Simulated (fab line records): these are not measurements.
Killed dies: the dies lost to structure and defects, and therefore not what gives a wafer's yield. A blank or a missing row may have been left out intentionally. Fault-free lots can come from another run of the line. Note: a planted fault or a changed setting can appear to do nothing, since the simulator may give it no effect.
Which tool is to blame? || flow n5_finfet || at 1 step of a route of 1938, 24 lots with 72 wafers sampled

WHAT THE GAUGES READ, wafer by wafer
N5_BEOL_M14_CD_MEAS_17: target cd 250 nm. Usual: cd_nm 251.4 nm, standard deviation 2.2.
{"lot": "L075", "measured": "day 11 12:16", "on": "cd_sem-03", "cd_nm (nm)": "251.3 247.3 253.0", "flag": ""}
{"lot": "L077", "measured": "day 11 13:41", "on": "cd_sem-01", "cd_nm (nm)": "256.2 248.2 256.9", "flag": ""}
{"lot": "L076", "measured": "day 11 16:22", "on": "cd_sem-02", "cd_nm (nm)": "251.1 253.4 254.3", "flag": ""}
{"lot": "L074", "measured": "day 12 01:43", "on": "cd_sem-03", "cd_nm (nm)": "249.1 248.1 251.7", "flag": ""}
{"lot": "L079", "measured": "day 12 06:50", "on": "cd_sem-02", "cd_nm (nm)": "252.2 252.1 249.7", "flag": ""}
{"lot": "L078", "measured": "day 12 09:53", "on": "cd_sem-02", "cd_nm (nm)": "250.3 252.5 249.1", "flag": ""}
{"lot": "L080", "measured": "day 12 13:35", "on": "cd_sem-01", "cd_nm (nm)": "249.3 249.4 248.6", "flag": ""}
{"lot": "L081", "measured": "day 12 16:50", "on": "cd_sem-03", "cd_nm (nm)": "251.2 252.0 247.4", "flag": ""}
{"lot": "L082", "measured": "day 13 00:40", "on": "cd_sem-03", "cd_nm (nm)": "249.0 251.5 253.2", "flag": ""}
{"lot": "L083", "measured": "day 13 16:05", "on": "cd_sem-03", "cd_nm (nm)": "251.2 250.5 251.7", "flag": ""}
{"lot": "L084", "measured": "day 13 18:32", "on": "cd_sem-03", "cd_nm (nm)": "252.0 248.5 251.7", "flag": ""}
{"lot": "L086", "measured": "day 14 06:23", "on": "cd_sem-03", "cd_nm (nm)": "252.8 252.8 252.6", "flag": ""}
{"lot": "L085", "measured": "day 14 06:52", "on": "cd_sem-02", "cd_nm (nm)": "251.3 250.4 252.5", "flag": ""}
{"lot": "L087", "measured": "day 14 14:08", "on": "cd_sem-01", "cd_nm (nm)": "248.3 252.2 249.8", "flag": ""}
{"lot": "L089", "measured": "day 14 19:28", "on": "cd_sem-01", "cd_nm (nm)": "250.9 249.5 247.2", "flag": ""}
{"lot": "L088", "measured": "day 14 21:37", "on": "cd_sem-01", "cd_nm (nm)": "252.7 249.2 251.3", "flag": ""}
{"lot": "L091", "measured": "day 15 01:29", "on": "cd_sem-01", "cd_nm (nm)": "255.1 252.9 250.4", "flag": ""}
{"lot": "L090", "measured": "day 15 13:42", "on": "cd_sem-01", "cd_nm (nm)": "252.1 252.5 251.6", "flag": ""}
{"lot": "L092", "measured": "day 15 14:26", "on": "cd_sem-03", "cd_nm (nm)": "250.3 250.2 251.7", "flag": ""}
{"lot": "L094", "measured": "day 15 20:06", "on": "cd_sem-03", "cd_nm (nm)": "249.2 253.2 249.4", "flag": ""}
{"lot": "L093", "measured": "day 16 02:46", "on": "cd_sem-02", "cd_nm (nm)": "252.4 255.9 252.3", "flag": ""}
{"lot": "L095", "measured": "day 16 04:38", "on": "cd_sem-03", "cd_nm (nm)": "252.0 246.8 248.3", "flag": ""}
{"lot": "L097", "measured": "day 16 21:33", "on": "cd_sem-03", "cd_nm (nm)": "251.5 246.9 250.7", "flag": ""}
{"lot": "L096", "measured": "day 16 21:35", "on": "cd_sem-03", "cd_nm (nm)": "252.4 252.7 253.6", "flag": ""}

TOOL THAT RAN EACH LOT (tool first, then ch and the chambers of the sampled wafers, then the start)
The record holds no process step before these readings.

WHAT THE TOOLS THEMSELVES READ (means of the sampled wafers that have a number; where no wafer has one, the mark that the record gives instead)
The record holds no such reading with a usual standard deviation.

THE ANSWER, worked out from the rows above alone
Rule: lot off if the mean of its wafers having a number is beyond 3 standard deviations from the usual mean. Also off: a lot with no number at a reading for which 4 or more lots have one. All remaining lots with rows at the step are treated as sound. After the gauges, taken in route order, come the tools' own readings; for these a lot's mean is taken, as printed above. The first step at which some lot is off is used, and at that step the reading that is off furthest; a lot without a number counts as furthest.
No lot is off at any reading shown: from this, nothing can be told.

WHAT THE SIMULATOR PUT IN
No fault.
